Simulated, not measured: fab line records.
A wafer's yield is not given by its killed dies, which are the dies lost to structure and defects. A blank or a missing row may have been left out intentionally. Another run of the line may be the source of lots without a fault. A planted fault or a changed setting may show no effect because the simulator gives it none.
Which tool was responsible? :: flow nand harc :: 24 lots, 72 wafers sampled, at 5 steps of a route of 1302

WHAT EACH GAUGE READ, for each wafer
NHARC_A_SGD_CUT_CD_MEAS_09 targets a cd of 100 nm.
lot: L074
measured: day 19 15:58
on: cd sem-03
cd nm (nm): 100.2 99.8 100.0

lot: L075
measured: day 19 17:06
on: cd sem-03
cd nm (nm): 100.3 100.0 100.8

lot: L076
measured: day 19 20:31
on: cd sem-02
cd nm (nm): 100.1 99.8 100.4

lot: L077
measured: day 20 07:11
on: cd sem-03
cd nm (nm): 99.9 100.1 100.2

lot: L078
measured: day 21 08:21
on: cd sem-03
cd nm (nm): 99.7 99.5 100.2

lot: L080
measured: day 21 08:42
on: cd sem-03
cd nm (nm): 100.1 100.1 99.9

lot: L079
measured: day 21 09:19
on: cd sem-01
cd nm (nm): 100.4 100.3 100.3

lot: L081
measured: day 22 15:32
on: cd sem-01
cd nm (nm): 100.2 100.1 99.8

lot: L082
measured: day 23 02:10
on: cd sem-01
cd nm (nm): 100.6 100.8 100.7

lot: L086
measured: day 23 09:36
on: cd sem-02
cd nm (nm): 99.8 99.8 100.0

lot: L085
measured: day 23 10:44
on: cd sem-03
cd nm (nm): 100.9 100.7 101.0

lot: L084
measured: day 23 12:28
on: cd sem-01
cd nm (nm): 100.3 99.8 100.0

lot: L083
measured: day 23 14:19
on: cd sem-01
cd nm (nm): 100.5 101.0 101.0

lot: L087
measured: day 24 19:35
on: cd sem-02
cd nm (nm): 100.0 99.6 100.1

lot: L089
measured: day 24 20:02
on: cd sem-02
cd nm (nm): 99.7 100.0 100.2

lot: L088
measured: day 25 14:02
on: cd sem-02
cd nm (nm): 99.3 100.4 100.2

lot: L090
measured: day 26 04:25
on: cd sem-03
cd nm (nm): 99.6 99.8 99.4

lot: L092
measured: day 26 16:38
on: cd sem-03
cd nm (nm): 99.6 99.9 99.3

lot: L091
measured: day 26 17:36
on: cd sem-02
cd nm (nm): 100.4 100.6 100.3

lot: L093
measured: day 27 02:43
on: cd sem-03
cd nm (nm): 99.9 99.5 99.7

lot: L094
measured: day 27 02:55
on: cd sem-03
cd nm (nm): 100.0 100.0 100.1

lot: L095
measured: day 27 13:14
on: cd sem-02
cd nm (nm): 101.0 101.1 100.3

lot: L096
measured: day 28 10:19
on: cd sem-01
cd nm (nm): 99.5 99.8 99.7

lot: L097
measured: day 28 18:02
on: cd sem-02
cd nm (nm): 99.9 100.0 100.2

NHARC_A_SGD_CUT_OVL_MEAS_10.
lot: L074
measured: day 19 16:03
on: overlay-01
overlay x nm (nm): -1.3 -1.1 -1.2
overlay y nm (nm): -0.7 -1.0 -1.5

lot: L075
measured: day 19 17:11
on: overlay-01
overlay x nm (nm): -0.8 -0.1 -0.5
overlay y nm (nm): 0.9 0.9 0.9

lot: L076
measured: day 19 20:36
on: overlay-02
overlay x nm (nm): -1.8 -1.6 -1.8
overlay y nm (nm): -1.9 -1.9 -2.2

lot: L077
measured: day 20 07:17
on: overlay-01
overlay x nm (nm): 1.2 1.4 1.5
overlay y nm (nm): -0.3 -0.3 -0.2

lot: L078
measured: day 21 08:26
on: overlay-01
overlay x nm (nm): 0.5 1.2 0.3
overlay y nm (nm): 0.6 0.7 0.1

lot: L080
measured: day 21 08:47
on: overlay-02
overlay x nm (nm): 0.8 0.8 0.5
overlay y nm (nm): 0.2 0.4 0.8

lot: L079
measured: day 21 09:24
on: overlay-02
overlay x nm (nm): 0.5 0.3 0.8
overlay y nm (nm): -2.1 -2.7 -1.6

lot: L081
measured: day 22 15:38
on: overlay-01
overlay x nm (nm): -0.6 -0.1 0.0
overlay y nm (nm): 0.7 0.4 0.7

lot: L082
measured: day 23 02:16
on: overlay-02
overlay x nm (nm): 0.4 -0.1 -0.1
overlay y nm (nm): -1.3 -0.9 -0.8

lot: L086
measured: day 23 09:41
on: overlay-02
overlay x nm (nm): 0.8 -0.1 0.3
overlay y nm (nm): 1.0 0.3 -0.2

lot: L085
measured: day 23 10:49
on: overlay-01
overlay x nm (nm): 2.0 1.9 2.3
overlay y nm (nm): -1.0 -1.3 -1.0

lot: L084
measured: day 23 12:33
on: overlay-02
overlay x nm (nm): 0.7 1.1 0.8
overlay y nm (nm): -0.2 0.1 0.4

lot: L083
measured: day 23 14:25
on: overlay-02
overlay x nm (nm): -0.6 -0.4 -0.2
overlay y nm (nm): -0.6 -1.0 -0.2

lot: L087
measured: day 24 19:41
on: overlay-01
overlay x nm (nm): -0.5 -0.4 -0.3
overlay y nm (nm): 0.2 0.1 -0.3

lot: L089
measured: day 24 20:07
on: overlay-01
overlay x nm (nm): 0.2 0.6 0.2
overlay y nm (nm): -1.5 -1.2 -1.6

lot: L088
measured: day 25 14:07
on: overlay-02
overlay x nm (nm): -0.8 -0.1 -1.1
overlay y nm (nm): -0.7 -0.5 0.1

lot: L090
measured: day 26 04:30
on: overlay-02
overlay x nm (nm): -0.4 -0.8 -0.3
overlay y nm (nm): -1.2 -0.9 -0.6

lot: L092
measured: day 26 16:43
on: overlay-02
overlay x nm (nm): 0.3 0.2 0.3
overlay y nm (nm): -1.2 -0.2 -0.7

lot: L091
measured: day 26 17:41
on: overlay-01
overlay x nm (nm): 1.7 1.5 1.2
overlay y nm (nm): 1.0 0.8 0.8

lot: L093
measured: day 27 02:49
on: overlay-01
overlay x nm (nm): -0.2 0.2 0.4
overlay y nm (nm): -0.5 -0.1 0.2

lot: L094
measured: day 27 03:01
on: overlay-01
overlay x nm (nm): 1.3 1.4 1.1
overlay y nm (nm): -1.3 -0.3 -0.9

lot: L095
measured: day 27 13:20
on: overlay-02
overlay x nm (nm): 0.6 0.3 0.8
overlay y nm (nm): 0.4 0.3 0.8

lot: L096
measured: day 28 10:24
on: overlay-01
overlay x nm (nm): -0.6 -0.7 -0.6
overlay y nm (nm): -0.6 -0.7 -0.7

lot: L097
measured: day 28 18:07
on: overlay-02
overlay x nm (nm): 0.6 0.6 0.9
overlay y nm (nm): 0.7 1.5 1.1

NHARC_A_SLIT_CD_MEAS_21.
lot: L074
measured: day 20 12:56
on: cd sem-01
cd nm (nm): 290.7 291.0 290.5

lot: L075
measured: day 20 14:59
on: cd sem-01
cd nm (nm): 289.2 289.5 290.1

lot: L076
measured: day 20 21:02
on: cd sem-01
cd nm (nm): 290.8 290.6 290.6

lot: L077
measured: day 21 03:35
on: cd sem-01
cd nm (nm): 290.0 289.8 289.8

lot: L078
measured: day 22 05:55
on: cd sem-02
cd nm (nm): 290.6 290.6 290.1

lot: L080
measured: day 22 09:41
on: cd sem-03
cd nm (nm): 288.9 289.2 289.6

lot: L079
measured: day 22 08:05
on: cd sem-03
cd nm (nm): 289.2 289.1 288.9

lot: L081
measured: day 23 09:33
on: cd sem-01
cd nm (nm): 290.7 290.0 290.3

lot: L082
measured: day 23 22:13
on: cd sem-02
cd nm (nm): 289.3 289.3 288.8

lot: L086
measured: day 24 04:14
on: cd sem-03
cd nm (nm): 290.7 290.2 290.6

lot: L085
measured: day 24 07:56
on: cd sem-02
cd nm (nm): 290.4 290.1 289.7

lot: L084
measured: day 24 04:04
on: cd sem-02
cd nm (nm): 289.6 289.9 289.4

lot: L083
measured: day 24 13:29
on: cd sem-02
cd nm (nm): 290.1 289.8 289.5

lot: L087
measured: day 25 18:40
on: cd sem-01
cd nm (nm): 289.6 290.3 290.5

lot: L089
measured: day 25 16:44
on: cd sem-01
cd nm (nm): 289.4 289.5 289.6

lot: L088
measured: day 26 08:32
on: cd sem-03
cd nm (nm): 289.8 289.6 290.1

lot: L090
measured: day 27 00:27
on: cd sem-01
cd nm (nm): 289.4 290.4 289.9

lot: L092
measured: day 27 12:31
on: cd sem-01
cd nm (nm): 289.2 289.7 289.4

lot: L091
measured: day 27 16:22
on: cd sem-03
cd nm (nm): 289.1 288.9 289.7

lot: L093
measured: day 27 23:00
on: cd sem-01
cd nm (nm): 289.0 289.1 288.9

lot: L094
measured: day 28 00:25
on: cd sem-01
cd nm (nm): 288.3 288.8 288.6

lot: L095
measured: day 28 07:23
on: cd sem-02
cd nm (nm): 289.0 290.4 288.7

lot: L096
measured: day 29 06:17
on: cd sem-03
cd nm (nm): 289.8 289.9 289.9

lot: L097
measured: day 29 20:09
on: cd sem-01
cd nm (nm): 289.5 289.8 289.7

EACH LOT AND THE TOOL THAT RAN IT (in order: tool; ch and the chambers of the sampled wafers; start)
lot: L074
NHARC_A_SGD_CUT_ETCHBACK_24: rie diel-11 ch 0,1,3, day 19 22:45
NHARC_A_SLIT_DESCUM_14: rie diel-09 ch 1,2, day 20 04:58

lot: L075
NHARC_A_SGD_CUT_ETCHBACK_24: rie diel-10 ch 0,2,3, day 19 22:52
NHARC_A_SLIT_DESCUM_14: rie diel-13 ch 0,1,3, day 20 06:07

lot: L076
NHARC_A_SGD_CUT_ETCHBACK_24: rie diel-08 ch 0,2,3, day 20 03:37
NHARC_A_SLIT_DESCUM_14: rie diel-13 ch 0,1,3, day 20 10:43

lot: L077
NHARC_A_SGD_CUT_ETCHBACK_24: rie diel-08 ch 1,2,3, day 20 15:36
NHARC_A_SLIT_DESCUM_14: rie diel-13 ch 0,2,3, day 20 21:19

lot: L078
NHARC_A_SGD_CUT_ETCHBACK_24: rie diel-08 ch 0,1,3, day 21 15:10
NHARC_A_SLIT_DESCUM_14: rie diel-13 ch 0,3, day 21 23:38

lot: L080
NHARC_A_SGD_CUT_ETCHBACK_24: rie diel-11 ch 0,1,2, day 21 15:10
NHARC_A_SLIT_DESCUM_14: rie diel-09 ch 0,1,2, day 22 02:17

lot: L079
NHARC_A_SGD_CUT_ETCHBACK_24: rie diel-10 ch 0,1,3, day 21 15:10
NHARC_A_SLIT_DESCUM_14: rie diel-13 ch 0,1,2, day 22 01:48

lot: L081
NHARC_A_SGD_CUT_ETCHBACK_24: rie diel-11 ch 0,1, day 22 21:58
NHARC_A_SLIT_DESCUM_14: rie diel-13 ch 0,2,3, day 23 03:16

lot: L082
NHARC_A_SGD_CUT_ETCHBACK_24: rie diel-08 ch 1,2,3, day 23 10:41
NHARC_A_SLIT_DESCUM_14: rie diel-09 ch 1,2,3, day 23 15:53

lot: L086
NHARC_A_SGD_CUT_ETCHBACK_24: rie diel-11 ch 1,2, day 23 16:10
NHARC_A_SLIT_DESCUM_14: rie diel-13 ch 1,2,3, day 23 21:58

lot: L085
NHARC_A_SGD_CUT_ETCHBACK_24: rie diel-10 ch 1,3, day 23 16:11
NHARC_A_SLIT_DESCUM_14: rie diel-09 ch 0,1, day 23 22:06

lot: L084
NHARC_A_SGD_CUT_ETCHBACK_24: rie diel-08 ch 1,2,3, day 23 16:10
NHARC_A_SLIT_DESCUM_14: rie diel-02 ch 1,2,3, day 23 21:48

lot: L083
NHARC_A_SGD_CUT_ETCHBACK_24: rie diel-11 ch 0,1,3, day 23 20:53
NHARC_A_SLIT_DESCUM_14: rie diel-13 ch 0,1,3, day 24 07:12

lot: L087
NHARC_A_SGD_CUT_ETCHBACK_24: rie diel-11 ch 0,1,3, day 25 02:02
NHARC_A_SLIT_DESCUM_14: rie diel-13 ch 0,1,3, day 25 10:47

lot: L089
NHARC_A_SGD_CUT_ETCHBACK_24: rie diel-10 ch 0,1,3, day 25 02:01
NHARC_A_SLIT_DESCUM_14: rie diel-09 ch 1,3, day 25 10:23

lot: L088
NHARC_A_SGD_CUT_ETCHBACK_24: rie diel-08 ch 0,1, day 25 20:37
NHARC_A_SLIT_DESCUM_14: rie diel-09 ch 0,1,2, day 26 02:16

lot: L090
NHARC_A_SGD_CUT_ETCHBACK_24: rie diel-08 ch 0,1,3, day 26 12:32
NHARC_A_SLIT_DESCUM_14: rie diel-09 ch 0,3, day 26 18:11

lot: L092
NHARC_A_SGD_CUT_ETCHBACK_24: rie diel-10 ch 0,1,2, day 27 00:59
NHARC_A_SLIT_DESCUM_14: rie diel-13 ch 1,2,3, day 27 06:12

lot: L091
NHARC_A_SGD_CUT_ETCHBACK_24: rie diel-11 ch 2,3, day 27 00:59
NHARC_A_SLIT_DESCUM_14: rie diel-09 ch 2,3, day 27 06:39

lot: L093
NHARC_A_SGD_CUT_ETCHBACK_24: rie diel-10 ch 0,1, day 27 09:08
NHARC_A_SLIT_DESCUM_14: rie diel-09 ch 0,1,2, day 27 14:19

lot: L094
NHARC_A_SGD_CUT_ETCHBACK_24: rie diel-11 ch 2,3, day 27 09:10
NHARC_A_SLIT_DESCUM_14: rie diel-02 ch 0,3, day 27 14:28

lot: L095
NHARC_A_SGD_CUT_ETCHBACK_24: rie diel-10 ch 0,1,2, day 27 19:44
NHARC_A_SLIT_DESCUM_14: rie diel-13 ch 0,1,2, day 28 01:01

lot: L096
NHARC_A_SGD_CUT_ETCHBACK_24: rie diel-10 ch 0,3, day 28 18:08
NHARC_A_SLIT_DESCUM_14: rie diel-02 ch 0,1,3, day 29 00:01

lot: L097
NHARC_A_SGD_CUT_ETCHBACK_24: rie diel-11 ch 1,2,3, day 29 01:08
NHARC_A_SLIT_DESCUM_14: rie diel-02 ch 0,1,3, day 29 10:02
- NHARC_A_SGD_CUT_ETCHBACK_24: etches the open film in CH3F/O2, target depth 50 nm, time 92.857 s.
- NHARC_A_SLIT_DESCUM_14: chemistry O2, time 3 s.

WHAT THE TOOLS THEMSELVES READ (means of the sampled wafers that have a number; where no wafer has one, the mark that the record gives instead)
NHARC_A_SGD_CUT_ETCHBACK_24.
lot: L074
tool: rie diel-11
drypump motor current A (A): 5.3
mfc ar sccm (sccm): 199.7
oes product au (a.u.): 0.93
rf vpp V (V): 241.8
showerhead plenum p Torr (Torr): 2.33
throttle valve pct (%): 20.666

lot: L075
tool: rie diel-10
drypump motor current A (A): 6.0
mfc ar sccm (sccm): 200.0
oes product au (a.u.): 0.93
rf vpp V (V): 244.7
showerhead plenum p Torr (Torr): 2.52
throttle valve pct (%): 20.660

lot: L076
tool: rie diel-08
drypump motor current A (A): 5.8
mfc ar sccm (sccm): 199.8
oes product au (a.u.): 0.93
rf vpp V (V): 244.2
showerhead plenum p Torr (Torr): 2.48
throttle valve pct (%): 20.663

lot: L077
tool: rie diel-08
drypump motor current A (A): 5.7
mfc ar sccm (sccm): 199.8
oes product au (a.u.): 1.00
rf vpp V (V): 244.5
showerhead plenum p Torr (Torr): 2.50
throttle valve pct (%): 20.659

lot: L078
tool: rie diel-08
drypump motor current A (A): 5.8
mfc ar sccm (sccm): 200.4
oes product au (a.u.): 0.92
rf vpp V (V): 244.2
showerhead plenum p Torr (Torr): 2.45
throttle valve pct (%): 20.663

lot: L080
tool: rie diel-11
drypump motor current A (A): 5.7
mfc ar sccm (sccm): 199.6
oes product au (a.u.): 0.93
rf vpp V (V): 243.9
showerhead plenum p Torr (Torr): 2.42
throttle valve pct (%): 20.668

lot: L079
tool: rie diel-10
drypump motor current A (A): 6.0
mfc ar sccm (sccm): 199.9
oes product au (a.u.): 0.99
rf vpp V (V): 244.8
showerhead plenum p Torr (Torr): 2.50
throttle valve pct (%): 20.666

lot: L081
tool: rie diel-11
drypump motor current A (A): 5.1
mfc ar sccm (sccm): 200.2
oes product au (a.u.): 0.92
rf vpp V (V): 242.6
showerhead plenum p Torr (Torr): 2.35
throttle valve pct (%): 20.669

lot: L082
tool: rie diel-08
drypump motor current A (A): 5.7
mfc ar sccm (sccm): 199.6
oes product au (a.u.): 1.01
rf vpp V (V): 245.2
showerhead plenum p Torr (Torr): 2.50
throttle valve pct (%): 20.663

lot: L086
tool: rie diel-11
drypump motor current A (A): 5.9
mfc ar sccm (sccm): 200.4
oes product au (a.u.): 1.00
rf vpp V (V): 242.9
showerhead plenum p Torr (Torr): 2.39
throttle valve pct (%): 20.672

lot: L085
tool: rie diel-10
drypump motor current A (A): 6.2
mfc ar sccm (sccm): 200.0
oes product au (a.u.): 1.00
rf vpp V (V): 243.5
showerhead plenum p Torr (Torr): 2.39
throttle valve pct (%): 20.667

lot: L084
tool: rie diel-08
drypump motor current A (A): 5.7
mfc ar sccm (sccm): 200.0
oes product au (a.u.): 0.93
rf vpp V (V): 245.1
showerhead plenum p Torr (Torr): 2.50
throttle valve pct (%): 20.660

lot: L083
tool: rie diel-11
drypump motor current A (A): 5.3
mfc ar sccm (sccm): 200.6
oes product au (a.u.): 0.93
rf vpp V (V): 242.5
showerhead plenum p Torr (Torr): 2.32
throttle valve pct (%): 20.659

lot: L087
tool: rie diel-11
drypump motor current A (A): 5.3
mfc ar sccm (sccm): 200.0
oes product au (a.u.): 1.00
rf vpp V (V): 242.6
showerhead plenum p Torr (Torr): 2.32
throttle valve pct (%): 20.653

lot: L089
tool: rie diel-10
drypump motor current A (A): 6.0
mfc ar sccm (sccm): 200.1
oes product au (a.u.): 0.93
rf vpp V (V): 244.0
showerhead plenum p Torr (Torr): 2.50
throttle valve pct (%): 20.667

lot: L088
tool: rie diel-08
drypump motor current A (A): 5.5
mfc ar sccm (sccm): 199.7
oes product au (a.u.): 0.94
rf vpp V (V): 243.0
showerhead plenum p Torr (Torr): 2.38
throttle valve pct (%): 20.655

lot: L090
tool: rie diel-08
drypump motor current A (A): 5.8
mfc ar sccm (sccm): 199.9
oes product au (a.u.): 0.99
rf vpp V (V): 244.3
showerhead plenum p Torr (Torr): 2.45
throttle valve pct (%): 20.665

lot: L092
tool: rie diel-10
drypump motor current A (A): 5.9
mfc ar sccm (sccm): 199.9
oes product au (a.u.): 0.99
rf vpp V (V): 243.4
showerhead plenum p Torr (Torr): 2.45
throttle valve pct (%): 20.681

lot: L091
tool: rie diel-11
drypump motor current A (A): 6.2
mfc ar sccm (sccm): 200.9
oes product au (a.u.): 1.01
rf vpp V (V): 243.9
showerhead plenum p Torr (Torr): 2.49
throttle valve pct (%): 20.656

lot: L093
tool: rie diel-10
drypump motor current A (A): 6.0
mfc ar sccm (sccm): 200.4
oes product au (a.u.): 0.99
rf vpp V (V): 244.1
showerhead plenum p Torr (Torr): 2.43
throttle valve pct (%): 20.662

lot: L094
tool: rie diel-11
drypump motor current A (A): 5.7
mfc ar sccm (sccm): 199.9
oes product au (a.u.): 1.01
rf vpp V (V): 243.6
showerhead plenum p Torr (Torr): 2.39
throttle valve pct (%): 20.665

lot: L095
tool: rie diel-10
drypump motor current A (A): 5.9
mfc ar sccm (sccm): 200.5
oes product au (a.u.): 0.93
rf vpp V (V): 243.9
showerhead plenum p Torr (Torr): 2.45
throttle valve pct (%): 20.662

lot: L096
tool: rie diel-10
drypump motor current A (A): 6.1
mfc ar sccm (sccm): 199.9
oes product au (a.u.): 0.92
rf vpp V (V): 245.4
showerhead plenum p Torr (Torr): 2.56
throttle valve pct (%): 20.666

lot: L097
tool: rie diel-11
drypump motor current A (A): 5.8
mfc ar sccm (sccm): 200.3
oes product au (a.u.): 0.93
rf vpp V (V): 242.6
showerhead plenum p Torr (Torr): 2.39
throttle valve pct (%): 20.669

NHARC_A_SLIT_DESCUM_14.
lot: L074
tool: rie diel-09
drypump motor current A (A): 5.6
mfc ar sccm (sccm): 0.000
oes product au (a.u.): 1.011
rf vpp V (V): 57.2
showerhead plenum p Torr (Torr): 1.83
throttle valve pct (%): 11.321

lot: L075
tool: rie diel-13
drypump motor current A (A): 6.2
mfc ar sccm (sccm): 0.000
oes product au (a.u.): 1.003
rf vpp V (V): 57.5
showerhead plenum p Torr (Torr): 1.96
throttle valve pct (%): 11.311

lot: L076
tool: rie diel-13
drypump motor current A (A): 6.2
mfc ar sccm (sccm): 0.000
oes product au (a.u.): 1.007
rf vpp V (V): 58.5
showerhead plenum p Torr (Torr): 1.96
throttle valve pct (%): 11.306

lot: L077
tool: rie diel-13
drypump motor current A (A): 6.0
mfc ar sccm (sccm): 0.009
oes product au (a.u.): 1.004
rf vpp V (V): 57.9
showerhead plenum p Torr (Torr): 1.98
throttle valve pct (%): 11.313

lot: L078
tool: rie diel-13
drypump motor current A (A): 6.2
mfc ar sccm (sccm): 0.000
oes product au (a.u.): 1.000
rf vpp V (V): 58.3
showerhead plenum p Torr (Torr): 2.00
throttle valve pct (%): 11.319

lot: L080
tool: rie diel-09
drypump motor current A (A): 5.9
mfc ar sccm (sccm): 0.000
oes product au (a.u.): 1.004
rf vpp V (V): 58.2
showerhead plenum p Torr (Torr): 1.91
throttle valve pct (%): 11.305

lot: L079
tool: rie diel-13
drypump motor current A (A): 6.1
mfc ar sccm (sccm): 0.009
oes product au (a.u.): 1.004
rf vpp V (V): 57.8
showerhead plenum p Torr (Torr): 1.93
throttle valve pct (%): 11.310

lot: L081
tool: rie diel-13
drypump motor current A (A): 6.1
mfc ar sccm (sccm): 0.009
oes product au (a.u.): 1.001
rf vpp V (V): 58.2
showerhead plenum p Torr (Torr): 1.98
throttle valve pct (%): 11.310

lot: L082
tool: rie diel-09
drypump motor current A (A): 5.8
mfc ar sccm (sccm): 0.009
oes product au (a.u.): 1.009
rf vpp V (V): 57.2
showerhead plenum p Torr (Torr): 1.88
throttle valve pct (%): 11.316

lot: L086
tool: rie diel-13
drypump motor current A (A): 6.1
mfc ar sccm (sccm): 0.009
oes product au (a.u.): 1.000
rf vpp V (V): 57.9
showerhead plenum p Torr (Torr): 1.94
throttle valve pct (%): 11.315

lot: L085
tool: rie diel-09
drypump motor current A (A): 6.2
mfc ar sccm (sccm): 0.000
oes product au (a.u.): 1.008
rf vpp V (V): 59.1
showerhead plenum p Torr (Torr): 1.94
throttle valve pct (%): 11.311

lot: L084
tool: rie diel-02
drypump motor current A (A): 5.6
mfc ar sccm (sccm): 0.017
oes product au (a.u.): 1.005
rf vpp V (V): 58.3
showerhead plenum p Torr (Torr): 1.96
throttle valve pct (%): 11.308

lot: L083
tool: rie diel-13
drypump motor current A (A): 6.2
mfc ar sccm (sccm): 0.000
oes product au (a.u.): 1.006
rf vpp V (V): 57.7
showerhead plenum p Torr (Torr): 1.96
throttle valve pct (%): 11.313

lot: L087
tool: rie diel-13
drypump motor current A (A): 6.2
mfc ar sccm (sccm): 0.000
oes product au (a.u.): 0.998
rf vpp V (V): 57.8
showerhead plenum p Torr (Torr): 1.96
throttle valve pct (%): 11.322

lot: L089
tool: rie diel-09
drypump motor current A (A): 6.1
mfc ar sccm (sccm): 0.017
oes product au (a.u.): 0.997
rf vpp V (V): 57.6
showerhead plenum p Torr (Torr): 1.94
throttle valve pct (%): 11.317

lot: L088
tool: rie diel-09
drypump motor current A (A): 5.9
mfc ar sccm (sccm): 0.000
oes product au (a.u.): 1.003
rf vpp V (V): 58.2
showerhead plenum p Torr (Torr): 1.91
throttle valve pct (%): 11.307

lot: L090
tool: rie diel-09
drypump motor current A (A): 6.1
mfc ar sccm (sccm): 0.009
oes product au (a.u.): 1.008
rf vpp V (V): 59.0
showerhead plenum p Torr (Torr): 2.01
throttle valve pct (%): 11.310

lot: L092
tool: rie diel-13
drypump motor current A (A): 6.1
mfc ar sccm (sccm): 0.009
oes product au (a.u.): 1.002
rf vpp V (V): 57.6
showerhead plenum p Torr (Torr): 1.94
throttle valve pct (%): 11.322

lot: L091
tool: rie diel-09
drypump motor current A (A): 5.9
mfc ar sccm (sccm): 0.017
oes product au (a.u.): 1.001
rf vpp V (V): 57.8
showerhead plenum p Torr (Torr): 1.91
throttle valve pct (%): 11.312

lot: L093
tool: rie diel-09
drypump motor current A (A): 5.9
mfc ar sccm (sccm): 0.000
oes product au (a.u.): 1.000
rf vpp V (V): 58.4
showerhead plenum p Torr (Torr): 1.91
throttle valve pct (%): 11.308

lot: L094
tool: rie diel-02
drypump motor current A (A): 5.2
mfc ar sccm (sccm): 0.013
oes product au (a.u.): 1.008
rf vpp V (V): 57.3
showerhead plenum p Torr (Torr): 1.82
throttle valve pct (%): 11.308

lot: L095
tool: rie diel-13
drypump motor current A (A): 6.1
mfc ar sccm (sccm): 0.009
oes product au (a.u.): 0.995
rf vpp V (V): 57.6
showerhead plenum p Torr (Torr): 1.93
throttle valve pct (%): 11.312

lot: L096
tool: rie diel-02
drypump motor current A (A): 5.2
mfc ar sccm (sccm): 0.013
oes product au (a.u.): 1.008
rf vpp V (V): 58.3
showerhead plenum p Torr (Torr): 1.90
throttle valve pct (%): 11.302

lot: L097
tool: rie diel-02
drypump motor current A (A): 5.2
mfc ar sccm (sccm): 0.013
oes product au (a.u.): 0.999
rf vpp V (V): 57.0
showerhead plenum p Torr (Torr): 1.90
throttle valve pct (%): 11.313

THE ANSWER, worked out from the rows above alone
Rule: the lots themselves supply what counts as usual. The widest of any qualifying gaps counts: lots, ordered by their means at a reading, are off when they make up no more than a third of the lots, leave a main group of 4 or more, and stand apart from it by 3 or more times the standard deviation of that group's means. Not used: any main group whose means are identical at the precision the tables above print for the reading. Also off: a lot with no number at a reading for which 4 or more lots have one. The other lots that the step has rows for count as sound. After the gauges, taken in route order, come the tools' own readings; for these a lot's mean is taken, as printed above. At the first step where some lot is off, the reading lying furthest off is the one used; lots without a number count as furthest.
Nothing can be told from this: no lot is off at any reading shown.

WHAT THE SIMULATOR HAD PUT IN
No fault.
